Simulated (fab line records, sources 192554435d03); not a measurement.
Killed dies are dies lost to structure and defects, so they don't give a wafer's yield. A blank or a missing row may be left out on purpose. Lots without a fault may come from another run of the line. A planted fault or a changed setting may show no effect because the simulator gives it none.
A struck lot beside a sound one | flow n5_finfet | 38 steps out of a route of 1938
Sound: wafers L977.2, L977.4, L977.6. Struck: wafer L980.6. (L980.2, L980.5 of the same lot were not struck and are left out.) The cause comes at the end.
At each step with rows: each side's tool, then ch and its chambers, then its first start. Under that, the readings that differ: sound wafers | struck wafers | difference of the means | sigmas: that difference in standard deviations of wafers without a fault.
alike: readings whose means differ by less than 2 such deviations, and words and numbers that are the same on both sides. not compared: withheld readings, readings that some wafer has no value for, bounds like >300 that may hide the same value, and numbers for which the record gives no deviation and whose values overlap.
The two part at a step that has a row with sigmas, a row that says differs or no value, or rows on one side only. Numbers that don't overlap but have no deviation are shown without sigmas and don't part them. A reading that every wafer of one side lacks parts them only if that side has two wafers or more.

first, 9 steps without rows for these wafers: N5_SDB_PRECLEAN_38 (cleans in dHF, time 10 s); N5_SDB_PRECLEAN_39 (cleans in O3/DIW, time 45 s); N5_SDB_SRD_28 (time 30 s); N5_SDB_ALD_29 (deposits SiNx, target thk 30 nm, pulse time 1 s, ald cycles 600); N5_SDB_CMP_30 (polishes, stops on poly-Si, t overpolish 1.54 s, target thk 30 nm); N5_DUMMY_REMOVAL_HM_STRIP_01 (strips SiNx in CH3F/O2, stops on poly-Si, target depth 4 nm, time 6.8 s); N5_DUMMY_REMOVAL_STRIP_10 (strips in N2/H2, time 40 s); N5_DUMMY_REMOVAL_PRECLEAN_07 (cleans in dHF, time 30 s); N5_DUMMY_REMOVAL_DUMMY_REMOVE_02 (chemistry TMAH, target poly-Si, stops on SiO2, target depth 142 nm, time 57 s, rinse time 30 s).
N5_DUMMY_REMOVAL_PRECLEAN_08: cleans in NF3:NH3, afs cycles 2, time 20 s, sublimation time 60 s.
  sound on remote_plasma-01 ch 1, day 5 02:03; struck on remote_plasma-02 ch 1, day 5 12:58
then, 26 steps without rows for these wafers: N5_DUMMY_REMOVAL_PRECLEAN_04 (cleans in DHF, time 37 s); N5_DUMMY_REMOVAL_SRD_05 (time 30 s); N5_HKMG_FIN_IL_REGROW_00 (material SiO2, chemistry O3, target thk 0.75 nm, time 30 s); N5_HKMG_FIN_HK_ALD_01 (deposits HfO2, target thk 1.6 nm, pulse time 3 s, purge time 3 s); N5_HKMG_FIN_HK_ANNEAL_02 (time 30 s); N5_HKMG_FIN_ALD_74 (deposits La2O3, target thk 0.5 nm, pulse time 6 s, co reactant pulse time 1 s); N5_HKMG_FIN_ALD_75 (deposits Al2O3, target thk 1 nm, co reactant pulse time 1 s); N5_HKMG_FIN_COAT_41 (time 60 s, resist thk 300 nm); N5_HKMG_FIN_COAT_42 (time 60 s, resist thk 35 nm); N5_HKMG_FIN_COAT_43 (resist thk 90 nm); N5_HKMG_FIN_EBR_45; N5_HKMG_FIN_SOFTBAKE_44 (time 60 s); N5_HKMG_FIN_EXPOSE_46 (exposes mask NDIPOLE); N5_HKMG_FIN_PEB_47 (peb time 60 s); N5_HKMG_FIN_DEVELOP_48 (develop time 30 s); N5_HKMG_FIN_DESCUM_53 (chemistry O2, time 7.9 s); N5_HKMG_FIN_ETCH_54 (etches SiARC in CF4, target depth 45.5 nm, time 75.8 s); N5_HKMG_FIN_ETCH_55 (etches SOC in N2/H2, target depth 240 nm, time 300 s); N5_HKMG_FIN_STRIP_56 (strips in N2/H2); N5_HKMG_FIN_STRIP_57 (strips in CF4); N5_HKMG_FIN_ETCH_58 (etches SOC in N2/H2, target depth 215.8 nm, time 741 s); N5_HKMG_FIN_STRIP_93 (strips SOC in N2/H2, time 20 s); N5_HKMG_FIN_WET_ETCH_76 (etches Al2O3 in dNH4OH, stops on La2O3, target depth 2.25 nm, rinse time 30 s); N5_HKMG_FIN_STRIP_60 (strips in N2/H2, time 360 s); N5_HKMG_FIN_WET_ETCH_77 (etches La2O3 in dHCl, stops on HfO2, target depth 2 nm); N5_HKMG_FIN_WET_ETCH_78 (etches Al2O3 in dNH4OH, stops on La2O3, target depth 4.5 nm, rinse time 30 s).
-- the record jumps here: 6 days lie between the struck wafers' starts before and after (it left off in module HKMG_FIN and takes up again in module BEOL_M4, whose first step shown is number 1111 of the route) --
N5_BEOL_M4_RC_MEAS_101:
  sound on prober-02 ch 0, day 10 12:17; struck on prober-02 ch 0, day 11 09:08
  reading         | sound                | struck | difference | sigmas
  EOT_N           | 10.53 10.43 10.54    | 11.54  | +1.04      | +9
  EOT_P           | 10.46 10.43 10.58    | 11.52  | +1.03      | +9
  IGATE_N (nA/um) | 0.0136 0.0163 0.0115 | 0.0040 | -0.0098    | -4
  IGATE_P (nA/um) | 0.0042 0.0050 0.0035 | 0.0012 | -0.0030    | -4
  ION_P (uA/um)   | 473 469 481          | 451    | -23        | -2
  alike: DIBL_N, DIBL_P, IOFF_N, IOFF_P, ION_N, SS_N, SS_P, VT_N, VT_P
N5_PASSIVATION_PROBE_49:
  the record has rows for the sound wafers here (prober-01, day 14 23:59) and none for the struck ones

WHERE THEY PART
First at N5_BEOL_M4_RC_MEAS_101; last, within this record, at N5_PASSIVATION_PROBE_49.

WHY: what the simulator had put in
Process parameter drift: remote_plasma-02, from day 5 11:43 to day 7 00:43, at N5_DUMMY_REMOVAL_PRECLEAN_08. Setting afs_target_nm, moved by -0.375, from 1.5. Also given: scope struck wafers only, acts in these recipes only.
